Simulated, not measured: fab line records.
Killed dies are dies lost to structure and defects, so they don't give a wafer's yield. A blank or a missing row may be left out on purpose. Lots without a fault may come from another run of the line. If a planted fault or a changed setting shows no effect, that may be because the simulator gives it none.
The tool behind it: which one? + flow nandHarc + Sampling: 6 lots, 18 wafers, 3 of 1302 route steps

## WHAT EACH GAUGE READ, for each wafer
NHARC_A_SIN_REMOVE_INSPECT_04.
| lot  | measured     | on               | rawDefectCount |
|------|--------------|------------------|----------------|
| L494 | day 20 19:43 | defectInspect-01 | 300 434 336    |
| L498 | day 22 14:44 | defectInspect-01 | 413 356 364    |
| L500 | day 24 13:35 | defectInspect-01 | 255 201 283    |
| L503 | day 25 01:27 | defectInspect-02 | 330 301 248    |
| L508 | day 27 07:13 | defectInspect-01 | 416 464 426    |
| L515 | day 29 18:07 | defectInspect-01 | 439 432 388    |

## EACH LOT AND THE TOOL THAT RAN IT (in order: tool; ch and the chambers of the sampled wafers; start)
| lot  | NHARC_A_SLIT_DESCUM_14            | NHARC_A_SLIT_ETCH_15                         |
|------|-----------------------------------|----------------------------------------------|
| L494 | rieDiel-01 ch 0,1,2, day 20 03:32 | rieDiel-01 ch 0,2, day 20 19:43 or earlier   |
| L498 | rieDiel-12 ch 0,1,3, day 22 01:42 | rieDiel-12 ch 2,3, day 22 14:44 or earlier   |
| L500 | rieDiel-06 ch 0,1,3, day 23 23:46 | rieDiel-06 ch 0,3, day 24 13:35 or earlier   |
| L503 | rieDiel-06 ch 0,1,2, day 24 12:11 | rieDiel-06 ch 2,3, day 25 01:27 or earlier   |
| L508 | rieDiel-12 ch 1,3, day 26 18:13   | rieDiel-12 ch 1,3, day 27 07:13 or earlier   |
| L515 | rieDiel-12 ch 0,2,3, day 29 05:16 | rieDiel-12 ch 0,2,3, day 29 18:07 or earlier |
- NHARC_A_SLIT_DESCUM_14: chemistry O2, time 3 s.
- NHARC_A_SLIT_ETCH_15: etches the open film in O2/COS, target depth 6200 nm, time 1612 s.

## THE ANSWER, worked out from the rows above alone
Rule: what is usual is taken from the lots themselves. Put in order of their means at a reading, lots are off if they are a third of the lots or fewer, leave a main group of 4 or more, and stand apart from it by a gap of 3 or more times the standard deviation of the main group's means; of several such gaps the widest counts. The tables above print the reading to a certain number of digits; a main group whose means all agree to those digits is not used. A lot without any number at a reading at which 4 lots or more have one is off too. All remaining lots with rows at the step are treated as sound.
None of the lots is off at any reading shown; this tells nothing.

## WHAT THE SIMULATOR HAD INSERTED
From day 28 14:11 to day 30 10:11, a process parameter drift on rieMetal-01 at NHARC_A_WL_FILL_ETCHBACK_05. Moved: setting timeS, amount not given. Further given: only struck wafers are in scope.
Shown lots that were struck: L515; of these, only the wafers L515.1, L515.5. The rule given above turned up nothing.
